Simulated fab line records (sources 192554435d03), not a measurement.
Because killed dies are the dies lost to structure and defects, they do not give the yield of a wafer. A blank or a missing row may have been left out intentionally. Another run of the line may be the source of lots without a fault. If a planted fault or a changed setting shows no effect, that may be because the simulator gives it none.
fab line records / flow n5_finfet
record lots=4 wafers=12 last_day=15
route steps=1938 shown BEOL_M9@1426 PASSIVATION@1936
lots that met no fault: from a run of the same line without faults
start_h: hours from the record's opening day to when the first of the lot's shown wafers began / wait_h: hours from the lot's prior step to this one / " repeats the value in the row above / L1.1+2: one row covering several wafers at once / - no value, or no start given / * or withheld: withheld / < > ~ a bound
route shown NAME@n: names a module that has steps shown in the file, with the first one's number in the route / usual: average and standard deviation across the fault-free wafers / same: alike in all rows / chamber/n: place in a boat / sites: readings site by site / _std_site: standard deviation across them / _edge_site: mean of outer sites minus mean of inner sites / radius_mm: how far each site lies from the wafer's centre / mask NAME#n: copy n / behind: the last tool/chamber to shape the wafer / hold: the reason the lot was held/the length of the hold in hours/how it ended / device: whichever transistor did not switch (one of n, p or np) / end of line: the route-end tests of the same wafers / a step given without rows: its recipe and nothing more / killed: count of dies lost to structure and defects at first sort (not the wafer's yield) / map: shows each die of a wafer: x if killed, . if not, _ if none is there
set.NAME: the run value of the setting; set.NAME@STEP: its run value at that earlier step / model.NAME: the simulator's own value behind a step, which no gauge read
lots seen at some steps along the route; tables by step, rows by wafer
services: from which hour (start_h, from the record's first day; less than 0 if before it) a tool's chamber was out of use, for how many hours, and why
## steps
# step N5_BEOL_M9_COAT_64
# recipe resist=SiARC temp_c=220 time_s=60 spin_rpm=1500 resist_thk_nm=12
# step N5_BEOL_M9_COAT_75
# recipe resist=underlayer temp_c=205 time_s=60 spin_rpm=1500 resist_thk_nm=5
# step N5_BEOL_M9_COAT_22
# recipe resist=CAR-EUV spin_rpm=1500 resist_thk_nm=30
# step N5_BEOL_M9_EBR_24
# recipe solvent=PGMEA ebr_width_mm=1.5
# step N5_BEOL_M9_SOFTBAKE_23
# recipe temp_c=110 time_s=60 resist=CAR-EUV
# step N5_BEOL_M9_EXPOSE_25
# recipe mask_id=V8 na=0.33 source_shape=annular sigma_inner=0.4 sigma_outer=0.8 polarization=unpolarized dose_mj=37.25
# step N5_BEOL_M9_PEB_26
# recipe peb_temp_c=100 peb_time_s=60 resist=CAR-EUV
# step N5_BEOL_M9_DEVELOP_27
# recipe develop_time_s=30 developer=TMAH resist=CAR-EUV rinse_liquid=surfactant_rinse dry=air_spin dev_temp_c=23
# step N5_BEOL_M9_DESCUM_33
# recipe chemistry=O2 time_s=7 source_power_w=50 bias_power_w=20 pressure_mtorr=20 rf_frequency_hz=2.712e+07 temp_c=40 resist=CAR-EUV o2_flow_sccm=225
# step N5_BEOL_M9_ETCH_76
# recipe chemistry=N2/H2 target=underlayer target_depth_a=65 mask_material=CAR-EUV time_s=5.2 ion_energy_ev=200 pressure_mtorr=30 source_w=840 bias_w=150 n2_flow_sccm=200 h2_flow_sccm=200 ends=cleared
# usual drypump_motor_current_A=5.5/0.47 etch_rf_on_time_s=5.13/0.12 n2_flow_sccm=199.9/0.56 oes_product_au=0.72/0.082 rf_vpp_V=525.4/2.8 showerhead_plenum_p_Torr=2.60/0.089 throttle_valve_pct=17.8/0.32
lot.wafer=L410.3 tool=rie_diel-02 chamber=0 start_h=224.02 wait_h=0.0 drypump_motor_current_A=5.9 etch_rf_on_time_s=5.02 n2_flow_sccm=200.5 oes_product_au=0.78 rf_hours_counter_h=29 rf_vpp_V=525.8 showerhead_plenum_p_Torr=2.70 throttle_valve_pct=17.6
lot.wafer=L410.4 tool=rie_diel-02 chamber=3 start_h=224.02 wait_h=0.0 drypump_motor_current_A=5.9 etch_rf_on_time_s=5.16 n2_flow_sccm=198.7 oes_product_au=0.83 rf_hours_counter_h=- rf_vpp_V=528.0 showerhead_plenum_p_Torr=2.61 throttle_valve_pct=17.9
lot.wafer=L410.6 tool=rie_diel-02 chamber=0 start_h=224.02 wait_h=0.0 drypump_motor_current_A=5.8 etch_rf_on_time_s=5.03 n2_flow_sccm=200.4 oes_product_au=0.78 rf_hours_counter_h=- rf_vpp_V=527.9 showerhead_plenum_p_Torr=2.70 throttle_valve_pct=17.6
lot.wafer=L417.2 tool=rie_diel-06 chamber=1 start_h=267.30 wait_h=0.0 drypump_motor_current_A=5.8 etch_rf_on_time_s=4.99 n2_flow_sccm=199.7 oes_product_au=0.74 rf_hours_counter_h=45 rf_vpp_V=521.6 showerhead_plenum_p_Torr=2.46 throttle_valve_pct=17.5
lot.wafer=L417.3 tool=rie_diel-06 chamber=2 start_h=267.30 wait_h=0.0 drypump_motor_current_A=4.7 etch_rf_on_time_s=5.04 n2_flow_sccm=200.3 oes_product_au=0.77 rf_hours_counter_h=20 rf_vpp_V=528.9 showerhead_plenum_p_Torr=2.71 throttle_valve_pct=17.9
lot.wafer=L417.5 tool=rie_diel-06 chamber=2 start_h=267.30 wait_h=0.0 drypump_motor_current_A=4.7 etch_rf_on_time_s=5.04 n2_flow_sccm=198.9 oes_product_au=0.77 rf_hours_counter_h=- rf_vpp_V=527.3 showerhead_plenum_p_Torr=2.71 throttle_valve_pct=17.9
lot.wafer=L418.1 tool=rie_diel-06 chamber=0 start_h=282.45 wait_h=0.0 drypump_motor_current_A=4.8 etch_rf_on_time_s=5.15 n2_flow_sccm=200.6 oes_product_au=0.62 rf_hours_counter_h=228 rf_vpp_V=517.9 showerhead_plenum_p_Torr=2.41 throttle_valve_pct=18.1
lot.wafer=L418.3 tool=rie_diel-06 chamber=1 start_h=282.45 wait_h=0.0 drypump_motor_current_A=5.8 etch_rf_on_time_s=4.99 n2_flow_sccm=200.3 oes_product_au=0.73 rf_hours_counter_h=50 rf_vpp_V=520.9 showerhead_plenum_p_Torr=2.46 throttle_valve_pct=17.6
lot.wafer=L418.4 tool=rie_diel-06 chamber=3 start_h=282.45 wait_h=0.0 drypump_motor_current_A=4.8 etch_rf_on_time_s=5.27 n2_flow_sccm=200.7 oes_product_au=0.58 rf_hours_counter_h=245 rf_vpp_V=527.3 showerhead_plenum_p_Torr=2.62 throttle_valve_pct=18.1
lot.wafer=L421.3 tool=rie_diel-06 chamber=3 start_h=289.80 wait_h=0.0 drypump_motor_current_A=4.8 etch_rf_on_time_s=5.22 n2_flow_sccm=199.1 oes_product_au=0.58 rf_hours_counter_h=246 rf_vpp_V=525.8 showerhead_plenum_p_Torr=2.62 throttle_valve_pct=18.1
lot.wafer=L421.4 tool=rie_diel-06 chamber=0 start_h=289.80 wait_h=0.0 drypump_motor_current_A=4.8 etch_rf_on_time_s=5.22 n2_flow_sccm=200.6 oes_product_au=0.62 rf_hours_counter_h=- rf_vpp_V=520.1 showerhead_plenum_p_Torr=2.40 throttle_valve_pct=18.1
lot.wafer=L421.5 tool=rie_diel-06 chamber=3 start_h=289.80 wait_h=0.0 drypump_motor_current_A=4.8 etch_rf_on_time_s=5.21 n2_flow_sccm=198.9 oes_product_au=0.58 rf_hours_counter_h=- rf_vpp_V=526.0 showerhead_plenum_p_Torr=2.62 throttle_valve_pct=18.1
# step N5_BEOL_M9_ETCH_65
# recipe chemistry=CF4 target=SiARC target_depth_a=156 mask_material=CAR-EUV time_s=26 ion_energy_ev=80 pressure_mtorr=40 source_w=545 bias_w=36 Ar_flow_sccm=100 cf4_flow_sccm=100 ends=cleared
# step N5_BEOL_M9_ETCH_66
# recipe chemistry=N2/H2 target=SOC target_depth_a=800 overetch_a=160 mask_material=SiARC temp_c=40 time_s=120 ion_energy_ev=200 pressure_mtorr=30 source_w=840 bias_w=150 n2_flow_sccm=200 h2_flow_sccm=200
# step N5_BEOL_M9_STRIP_69
# recipe chemistry=N2/H2 temp_c=40 n2_flow_sccm=200 h2_flow_sccm=200 rf_frequency_hz=6e+07
# step N5_BEOL_M9_STRIP_77
# recipe chemistry=N2/H2 temp_c=40 n2_flow_sccm=200 h2_flow_sccm=200 rf_frequency_hz=6e+07
# step N5_BEOL_M9_VIA_ETCH_34
# recipe chemistry=C4F6/O2 target=SiCOH_lowk target_depth_a=1824 mask_material=SOC taper_deg=4 time_s=68.4 ion_energy_ev=250 pressure_mtorr=30 source_w=345 bias_w=185 Ar_flow_sccm=300 C4F6_flow_sccm=10 O2_flow_sccm=10
# step N5_BEOL_M9_STRIP_73
# recipe chemistry=C4F6/O2 resist=SiARC rf_frequency_hz=6e+07
# step N5_BEOL_M9_STRIP_36
# recipe chemistry=N2/H2 power_w=450 temp_c=40 pressure_mtorr=20 rf_frequency_hz=6e+07 overash_fraction=0.3 bias_power_w=7 h2_frac=0.5 n2_flow_sccm=200 h2_flow_sccm=200
# step N5_BEOL_M9_TRENCH_ETCH_37
# recipe chemistry=C4F6/O2 target_depth_a=1514.3 target=SiCOH_lowk time_s=49 ion_energy_ev=250 pressure_mtorr=30 source_w=345 bias_w=185 Ar_flow_sccm=300 C4F6_flow_sccm=10 O2_flow_sccm=10
# step N5_BEOL_M9_ETCH_41
# recipe chemistry=CH3F/O2 target=SiCN target_depth_a=366 taper_deg=2 time_s=70.1 ion_energy_ev=120 mask_material=TiN pressure_mtorr=30 source_w=395 bias_w=75 Ar_flow_sccm=150 CH3F_flow_sccm=30 O2_flow_sccm=20
# step N5_BEOL_M9_STRIP_80
# recipe chemistry=N2/H2 time_s=10 power_w=450 temp_c=40 pressure_mtorr=20 rf_frequency_hz=6e+07 bias_power_w=7 n2_flow_sccm=200 h2_flow_sccm=200
# step N5_BEOL_M9_HM_STRIP_39
# recipe chemistry=peroxide_tin_strip material=TiN target_depth_a=250 temp_c=50 time_s=158
# step N5_BEOL_M9_SRD_40
# recipe time_s=30 temp_c=23 rinse_liquid=diw dry=ipa_marangoni
# step N5_BEOL_M9_PRECLEAN_42
# recipe chemistry=residue_remover time_s=60 temp_c=40
# step N5_BEOL_M9_SRD_43
# recipe time_s=30 temp_c=23 rinse_liquid=diw dry=ipa_marangoni
# step N5_BEOL_M9_CURE_72
# recipe temp_c=370 time_s=120 ambient=DMADMS/He material=SiCOH_lowk
# step N5_BEOL_M9_DEGAS_44
# recipe ambient=vacuum temp_c=250 time_s=60
# step N5_BEOL_M9_PRE_CLEAN_45
# recipe gas=H2/He time_s=30 temp_c=250
# step N5_BEOL_M9_ALD_74
# recipe material=TaN target_thk_a=20 temp_c=275 ald_precursor_family=PDMAT ald_co_reactant=NH3 pressure_torr=3 carrier_flow_sccm=1500 pulse_time_s=2 purge_time_s=3 co_reactant_purge_time_s=2 co_reactant_pulse_time_s=3 ald_cycles=40 precursor_vessel_temp_c=75 precursor_vessel_pressure_torr=26.25 precursor_vessel_carrier_sccm=1000
# step N5_BEOL_M9_SURFACE_TREAT_79
# recipe gas=Ar time_s=* ion_energy_ev=* ion_current_ma_cm2=0.5 pressure_mtorr=* ar_flow_sccm=30
# step N5_BEOL_M9_CVD_78
# recipe material=Co target_thk_a=20 temp_c=withheld precursor=CCTBA/H2 pressure_torr=30 time_s=138.9
# step N5_BEOL_M9_SPUTTER_48
# recipe material=Cu target_thk_a=120 temp_c=-20 bias_v=60 power_w=26000 chamber_pressure_pa=0.13 time_s=2
# step N5_BEOL_M9_ECD_50
# recipe material=Cu target_thk_a=3180
# step N5_BEOL_M9_ANNEAL_51
# recipe temp_c=225 time_s=90 ambient=N2
# step N5_BEOL_M9_CMP_52
# recipe stop_on=SiCOH_lowk t_overpolish_s=7 down_force_psi=1 platen_rpm=50 clearing_platen_down_force_psi=1.5 clearing_platen_rpm=50 post_cmp_clean=cu_alkaline target_thk_nm=140 clearing_platen_pad_velocity_m_s=0.99484 pad_velocity_m_s=0.99484
# step N5_BEOL_M9_PRE_CLEAN_55
# recipe gas=NH3 time_s=15 temp_c=withheld rf_power_w=300
# step N5_BEOL_M9_DEP_56
# recipe material=SiCN target_thk_a=150 temp_c=withheld precursor=3MS/NH3 pressure_torr=3 rf_w=202 time_s=26.5
# step N5_PASSIVATION_PROBE_49
# usual defect_limited_yield=90.9/1.6 killed_at_M0_to_M3=34/11 killed_at_M4_up=14/5.7 killed_at_contacts=13/6.5 killed_at_front_end=43/11 killed_at_other=4/3.1 killed_dies=107/19 killed_on_rim=14/3.9 killed_open=71/14 killed_short=35/7.9 sort_bin_5_function=5.3/1.1 sort_bin_6_memory=3.4/0.74 sort_n_pass=1073/19 sort_yield_pct=90.9/1.6
# same gross_dies=1180 killed_at_back_side=0 sort_bin_4_leakage[%]=0 sort_bin_8_speed[%]=0
lot.wafer=L418.1 tool=prober-01 chamber=- start_h=345.66 wait_h=0.0 defect_limited_yield[%]=80.8 killed_at_M0_to_M3=33 killed_at_M4_up=143 killed_at_contacts=20 killed_at_front_end=30 killed_at_other=1 killed_dies=227 killed_on_rim=30 killed_open=69 killed_short=26 sort_bin_5_function[%]=12.5 sort_bin_6_memory[%]=4.0 sort_n_pass=953 sort_yield_pct[%]=80.8
lot.wafer=L418.3 tool=prober-01 chamber=- start_h=345.76 wait_h=0.1 defect_limited_yield[%]=77.6 killed_at_M0_to_M3=33 killed_at_M4_up=150 killed_at_contacts=30 killed_at_front_end=46 killed_at_other=5 killed_dies=264 killed_on_rim=21 killed_open=89 killed_short=40 sort_bin_5_function[%]=13.6 sort_bin_6_memory[%]=5.7 sort_n_pass=916 sort_yield_pct[%]=77.6
lot.wafer=L418.4 tool=prober-01 chamber=- start_h=345.81 wait_h=0.2 defect_limited_yield[%]=79.7 killed_at_M0_to_M3=29 killed_at_M4_up=139 killed_at_contacts=25 killed_at_front_end=41 killed_at_other=5 killed_dies=239 killed_on_rim=24 killed_open=86 killed_short=29 sort_bin_5_function[%]=13.4 sort_bin_6_memory[%]=4.2 sort_n_pass=941 sort_yield_pct[%]=79.7
lot.wafer=L421.3 tool=prober-01 chamber=- start_h=348.03 wait_h=0.4 defect_limited_yield[%]=78.3 killed_at_M0_to_M3=32 killed_at_M4_up=154 killed_at_contacts=29 killed_at_front_end=40 killed_at_other=1 killed_dies=256 killed_on_rim=32 killed_open=87 killed_short=31 sort_bin_5_function[%]=13.3 sort_bin_6_memory[%]=5.5 sort_n_pass=924 sort_yield_pct[%]=78.3
lot.wafer=L421.4 tool=prober-01 chamber=- start_h=348.08 wait_h=0.5 defect_limited_yield[%]=82.0 killed_at_M0_to_M3=22 killed_at_M4_up=135 killed_at_contacts=12 killed_at_front_end=42 killed_at_other=1 killed_dies=212 killed_on_rim=24 killed_open=59 killed_short=27 sort_bin_5_function[%]=11.9 sort_bin_6_memory[%]=3.7 sort_n_pass=968 sort_yield_pct[%]=82.0
lot.wafer=L421.5 tool=prober-01 chamber=- start_h=348.13 wait_h=0.5 defect_limited_yield[%]=80.8 killed_at_M0_to_M3=36 killed_at_M4_up=138 killed_at_contacts=17 killed_at_front_end=33 killed_at_other=2 killed_dies=226 killed_on_rim=26 killed_open=67 killed_short=34 sort_bin_5_function[%]=12.3 sort_bin_6_memory[%]=3.6 sort_n_pass=954 sort_yield_pct[%]=80.8
# killed by level:class
L418.1 BEOL_M9:unspecified=131 MOL_CONTACT_COAG:geometric_particle:open=18 BEOL_M2:geometric_particle:open=11 FIN_SAQP:geometric_particle:short=8 BEOL_M3:geometric_particle:open=8 FIN_SAQP:geometric_particle:open=5 BEOL_M0_SAQP:geometric_particle:short=5 BEOL_M4:geometric_particle:open=4
L418.3 BEOL_M9:unspecified=135 MOL_CONTACT_COAG:geometric_particle:open=19 FIN_SAQP:geometric_particle:open=12 MOL_CONTACT_COAG:geometric_particle:short=11 BEOL_M0_SAQP:geometric_particle:open=10 FIN_SAQP:geometric_particle:short=9 STI_FIN_REVEAL:geometric_particle:open=9 BEOL_M1:geometric_particle:open=7
L418.4 BEOL_M9:unspecified=123 MOL_CONTACT_COAG:geometric_particle:open=21 FIN_SAQP:geometric_particle:open=20 BEOL_M2:geometric_particle:open=7 FIN_SAQP:geometric_particle:short=6 BEOL_M0_SAQP:geometric_particle:open=5 BEOL_M1:geometric_particle:open=5 BEOL_M0_SAQP:geometric_particle:short=4
L421.3 BEOL_M9:unspecified=138 MOL_CONTACT_COAG:geometric_particle:open=24 FIN_SAQP:geometric_particle:open=10 BEOL_M2:geometric_particle:open=10 BEOL_M1:geometric_particle:open=8 STI_FIN_REVEAL:geometric_particle:open=7 MOL_CONTACT_COAG:geometric_particle:short=5 STARTING-WAFER:geometric_particle:open=5
L421.4 BEOL_M9:unspecified=125 STI_FIN_REVEAL:geometric_particle:open=10 MOL_CONTACT_COAG:geometric_particle:open=10 DUMMY_GATE:geometric_particle:open=7 BEOL_M0_SAQP:geometric_particle:short=6 BEOL_M4:geometric_particle:open=6 ILD0:geometric_particle:open=5 FIN_SAQP:geometric_particle:open=4
L421.5 BEOL_M9:unspecified=125 MOL_CONTACT_COAG:geometric_particle:open=14 BEOL_M0:geometric_particle:open=9 FIN_SAQP:geometric_particle:short=8 BEOL_M2:geometric_particle:open=7 BEOL_M1:geometric_particle:short=6 BEOL_M4:geometric_particle:open=6 STI_FIN_REVEAL:geometric_particle:open=5
# map L418.3 (x killed, . not)
_________________......xx....________________
______________.....x....x......._____________
___________......x..x.............x__________
__________.x...xx...x..x............_________
________......x...............xx....x._______
_______.x...x.....x.............x.....x______
______...x.xxxx.xxxxx..x..........x....._____
_____.....xxxxxxxxxxx....................____
____......xxxxxxxxxxxx.........x.x.x.x....___
___......xxxxxxxxxxxx..xx.........x......xx__
___.x...xxxxxxxxxxxxx.....xx...............__
__....x.xxxxxxxxxxxxxx........xx..x.x......x_
__....x.xxxxxxxxxxxxxxx.............x....x.._
_......x.xxxxxxxxxxxxxx........x.........x.x.
_........xxxxxxxxxxxxx...x...................
_x......x.xxxxxxxxx.xx...........x...........
_....x...x..x..xx..xx...x....x........x..x...
_.........xxx.xxx..........x....x.....x......
_.............xxx.x.xxx.xx............x.....x
_......................x...........x.x.......
_................x........................x..
__.x................x.................x...x._
__......x....x.x....x...x..................x_
___....xx..x...............x...........xx..__
___x.x.x........x........xx......x.........__
____..x...x..xx......................x....___
_____.......................x...........x____
______............x..............x.x...._____
_______...x......x...x..........x......______
________....x........................._______
__________.....x.............x......_________
___________.....x...x....xx.....x..__________
______________......x.....x..xxx_____________
_________________....x.......________________
# map L421.3 (x killed, . not)
_________________............________________
______________...x.............._____________
___________...x...x..........x.....__________
__________x.......x.....x..xx.x...x._________
________..........x.............xx.xxx_______
_______................x........xxxxxx.______
______x...x.....x...x.......x..xxxxxxxx._____
_____....xx.........x.....x.xx.xxxxxxxxxx____
____.x......x...........xxx.xxxxxxxxxxxxxx___
___....................x....xxxxxxxxxxxxxxx__
___.......x.x....xx.......x...xxxxxxxxxxxxx__
__..x........x..x........x....xxxxxxxxxxxxxx_
__.........x...........x....xxxxxxxxxxxxxxxx_
_..x.....................xx..xxxxxxxxxxxxxxx.
_...x.........................xxxxxxxxxxx....
_...........x..x.......x.......xxxxxxxx.x....
_x.................x.......x.....x....x.x....
_.x..........x.x.x...x....x....x.x...........
_x....x............x.........x.x............x
_x..................x..................x.....
_........xx.x.......x....xxx.....x......xx...
__..x............x...x...x....x....xx......._
__........................................x._
___.......................x...........x..x.__
___.......x..................x.............__
____..............x......x.....xx.x.......___
_____...................................x____
______......xx..x.........x....x........_____
_______......x.........................______
________............x...........x.x..x_______
__________..........x...x......x...._________
___________x...........x.x.........__________
______________..........x.x....._____________
_________________.x.....x....________________
## services
tool=rie_diel-02 chamber=1 start_h=217.11 hours=- kind=clean
tool=rie_diel-02 chamber=1 start_h=217.11 hours=- kind=consumable_replace:focus_ring
tool=rie_diel-02 chamber=1 start_h=217.11 hours=- kind=consumable_replace:showerhead
tool=rie_diel-02 chamber=1 start_h=217.11 hours=28.9 kind=scheduled_down
tool=rie_diel-02 chamber=1 start_h=217.11 hours=28.9 kind=vent_cycle
tool=rie_diel-06 chamber=1 start_h=224.30 hours=2.0 kind=repair
tool=rie_diel-02 chamber=1 start_h=252.83 hours=7.7 kind=repair
tool=rie_diel-02 chamber=2 start_h=284.20 hours=- kind=clean
tool=rie_diel-02 chamber=2 start_h=284.20 hours=- kind=consumable_replace:focus_ring
tool=rie_diel-02 chamber=2 start_h=284.20 hours=12.1 kind=scheduled_down
tool=rie_diel-02 chamber=2 start_h=284.20 hours=12.1 kind=vent_cycle
tool=rie_diel-06 chamber=2 start_h=287.31 hours=3.1 kind=repair
## key
first_sign step=N5_PASSIVATION_PROBE_49 reading=killed_at_M4_up direction=up sigmas=23 usual=14 struck=143
effect step=N5_PASSIVATION_PROBE_49 reading=killed_dies direction=up sigmas=7 usual=107 struck=237
more_kills_born_at N5_BEOL_M9_ETCH_76@rie_diel-06=777
met_at N5_BEOL_M9_ETCH_76
struck_wafers L418.1,L418.3,L418.4,L421.3,L421.4,L421.5
onset_between 267.30 282.45
also_fits time
fault kind=chamber_particle_source tool=rie_diel-06 chamber=- onset_h=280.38 steps=N5_BEOL_M9_ETCH_76 rate_per_visit_cm2=1.134 end_h=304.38
